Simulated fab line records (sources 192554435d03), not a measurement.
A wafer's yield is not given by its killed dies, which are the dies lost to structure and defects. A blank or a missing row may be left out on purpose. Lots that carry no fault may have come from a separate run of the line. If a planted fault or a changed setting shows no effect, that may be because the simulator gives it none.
Problem report, 8D (eight disciplines) form, completed by code :: flow n5 finfet :: the parts of the form that need people (team, actions taken, sign-off) are left out

1. THE PROBLEM
Wafers free of any fault read 843 nm (standard deviation 14) for M15_THK at N5_BEOL_M15_THK_MEAS_50, against a mean of 515 nm on 2 wafers of 2 lots. Measured from the usual mean, that is -23 standard deviations.
The step: measures by xrf.
Seen first at day 14 18:28 on film metro-02, wafer L652.1. The record holds 11 wafers of 4 lots with a number at this step. Rule for "out" (also "out of limits"): further than 4 standard deviations from the usual mean. The rest of the wafers with a number are treated as sound.

2. WHAT IT IS AND WHAT IT IS NOT
question: which readings at this step
is: M15_THK
is not: -

question: which lots
is: L652, L657
is not: L643, L660

question: which wafers of those lots
is: L652.1, L657.1
is not: L652.4, L657.3, L657.5

question: read on which gauges
is: film metro-01, film metro-02
is not: -

question: when
is: from day 14 18:28
is not: up to then (4 sound wafers); but 5 sound wafers of L657, L660 came after

3. WHAT RULES OUT EACH SUSPECT
Counting: a tool at a process step up to the reading stays a suspect if it ran every lot that is out. Sound lots after the first of them don't rule it out here, since some wafers of a struck lot are sound.
- the gauge at N5_BEOL_M15_THK_MEAS_50 has been ruled out. The wafers that are out were read on 2 gauges (film metro-01, film metro-02).
- rie diel-06 at N5_BEOL_M15_TRENCH_ETCH_34 (etches SiO2 in C4F8/O2/Ar, target depth 872.93 nm, time 199 s): kept. It processed each lot that is out (first: L652, day 14 12:53); up to then, its last sound lot is L643 (day 11 05:57).
After counting, what remains is rie diel-06 at N5_BEOL_M15_TRENCH_ETCH_34.

4. THE CAUSE (what the simulator had put in)
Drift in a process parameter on rie diel-06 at N5_BEOL_M15_TRENCH_ETCH_34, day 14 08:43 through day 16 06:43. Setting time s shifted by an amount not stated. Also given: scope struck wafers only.
Counting left only this tool.

5. THE EFFECT CHAIN, in route order
Each row: a reading where the mean over the struck wafers with a number is more than 3 standard deviations away from the usual. Only readings for which the record gives a usual standard deviation are gone through. hours: the time from each lot's start at the first step in this table that gives one to its start at this step, as a median over the lots. sigmas: the change in usual standard deviations.
hours: 0
step: N5_BEOL_M15_THK_MEAS_50
reading: M15_THK
usual: 843 nm
on struck wafers: 515
change: -328
sigmas: -23

hours: 0
step: N5_BEOL_M15_RS_MEAS_54
reading: M15_RS
usual: 0.0215 ohm/sq
on struck wafers: 0.0358
change: +0.0143
sigmas: +45
Readings that are blank on the struck wafers while sound wafers have them: rf fwd power W at N5_BEOL_M15_TRENCH_ETCH_34.

6. HOW IT WOULD HAVE BEEN CAUGHT EARLIER
The first out-of-limits reading at a measuring or inspecting step in this record came at day 14 18:28, 10 hours after the fault's start at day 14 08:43.
Lots out: 2; of these, L657 started N5_BEOL_M15_TRENCH_ETCH_34 on rie diel-06 after day 14 18:28. Had the tool been put on hold then, it would have been spared.
